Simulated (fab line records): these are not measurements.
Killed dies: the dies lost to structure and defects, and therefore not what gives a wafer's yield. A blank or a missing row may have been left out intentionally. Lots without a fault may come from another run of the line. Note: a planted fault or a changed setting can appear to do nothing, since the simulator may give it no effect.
Comparing a struck lot with a sound one || flow n5Finfet || 14 steps out of a route of 1938
Sound: these wafers, L673.1, L673.4, L673.5. Struck: wafers L669.2, L669.4 (left out: L669.1, a lot-mate that was not struck); the cause follows at the end.
At each step with rows: each side's tool, then ch and its chambers, then its first start. Under that, the readings that differ: sound wafers || struck wafers || difference of the means || sigmas: that difference in standard deviations of wafers without a fault.
alike: readings whose means differ by less than 2 such deviations, and words and numbers that are the same on both sides. not compared: withheld readings, readings that some wafer has no value for, bounds like >300 that may hide the same value, and numbers for which the record gives no deviation and whose values overlap.
Wherever a step has rows on one side only, a row that says differs or no value, or a row with sigmas, the two part there. Numbers that don't overlap but have no deviation are shown without sigmas and don't part them. A reading missing from all wafers of one side parts the sides only when that side holds two or more wafers.

first, 1 step without rows for these wafers: N5_BEOL_M10_DEVELOP_27 (develop time 30 s).
N5_BEOL_M10_CD_MEAS_28 targets a cd of 70 nm.
  sound on cdSem-03 ch 0, day 15 09:55; struck on cdSem-02 ch 0, day 14 19:42
{"reading": "cdNm (nm)", "sound": "69.0 69.4 69.3", "struck": "71.2 71.8", "difference": "+2.3", "sigmas": "+3"}
N5_BEOL_M10_OVL_MEAS_29:
  sound on overlay-02 ch 0, day 15 09:56; struck on overlay-01 ch 0, day 14 19:44
  alike: V9_OVL
N5_BEOL_M10_INSPECT_30: inspects for defects (brightfield).
  sound on defectInspect-02 at day 15 09:58; struck on defectInspect-01 at day 14 19:46
  alike: rawDefectCount
N5_BEOL_M10_DESCUM_33: chemistry O2, time 7.9 s.
  sound on rieDiel-02 ch 0,2,3, day 15 10:00; struck on rieDiel-04 ch 1,2, day 14 19:48
  alike: drypumpMotorCurrentA, oesProductAu, rfVppV, showerheadPlenumPTorr, throttleValvePct
  not compared: rfHoursCounterH
then, 1 step without rows for these wafers: N5_BEOL_M10_ETCH_65 (etches SiARC in CF4, target depth 39 nm, time 65 s).
N5_BEOL_M10_ETCH_66: etches SOC in N2/H2, target depth 120 nm, overetch 24 nm, time 180 s.
  sound on rieDiel-02 ch 0,2,3, day 15 10:05; struck on rieDiel-04 ch 1,2, day 14 19:53
  alike: drypumpMotorCurrentA, oesProductAu, rfVppV, showerheadPlenumPTorr, throttleValvePct
  not compared: rfHoursCounterH
then, 1 step without rows for these wafers: N5_BEOL_M10_STRIP_69 (strips in N2/H2).
N5_BEOL_M10_VIA_ETCH_34: etches SiCOH lowk in C4F6/O2, target depth 184.5 nm, time 69.2 s.
  sound on rieDiel-02 ch 0,2,3, day 15 10:13; struck on rieDiel-04 ch 1,2, day 14 20:01
  alike: drypumpMotorCurrentA, oes_f_703_au, oesProductAu, rfVppV, showerheadPlenumPTorr, throttleValvePct
  not compared: rfHoursCounterH
then, 2 steps without rows for these wafers: N5_BEOL_M10_STRIP_73 (strips in C4F6/O2); N5_BEOL_M10_STRIP_36 (strips in N2/H2).
N5_BEOL_M10_TRENCH_ETCH_37: etches SiCOH lowk in C4F6/O2, target depth 148.83 nm, time 48 s.
  sound on rieDiel-02 ch 0,2,3; struck on rieDiel-04 ch 1,2
  alike: drypumpMotorCurrentA, oes_f_703_au, oesProductAu, rfVppV, showerheadPlenumPTorr, throttleValvePct
  not compared: rfHoursCounterH
N5_BEOL_M10_ETCH_41: etches SiCN in CH3F/O2, target depth 42.6 nm, time 86 s.
  sound on rieDiel-02 ch 0,2,3, day 15 10:21; struck on rieDiel-04 ch 1,2, day 14 20:09
{"reading": "oesProductAu (a.u.)", "sound": "0.89 0.77 0.69", "struck": "1.15 0.85", "difference": "+0.22", "sigmas": "+2"}
{"reading": "model.etch.depthNm (nm)", "sound": "32.69 31.93 31.98", "struck": "43.84 43.19", "difference": "+11.31", "sigmas": ""}
  alike: drypumpMotorCurrentA, rfVppV, showerheadPlenumPTorr, throttleValvePct
  not compared: rfHoursCounterH
N5_BEOL_M10_STRIP_77: strips in N2/H2, time 10 s.
  sound on rieDiel-02 ch 0,2,3; struck on rieDiel-04 ch 1,2
  alike: drypumpMotorCurrentA, oesProductAu, rfVppV, showerheadPlenumPTorr, throttleValvePct
  not compared: rfHoursCounterH

WHERE THEY PART
Earliest at N5_BEOL_M10_CD_MEAS_28; latest, in this record, at N5_BEOL_M10_ETCH_41. Later steps at which nothing parts them and some readings are alike: N5_BEOL_M10_STRIP_77.

WHY: what had been put in by the simulator
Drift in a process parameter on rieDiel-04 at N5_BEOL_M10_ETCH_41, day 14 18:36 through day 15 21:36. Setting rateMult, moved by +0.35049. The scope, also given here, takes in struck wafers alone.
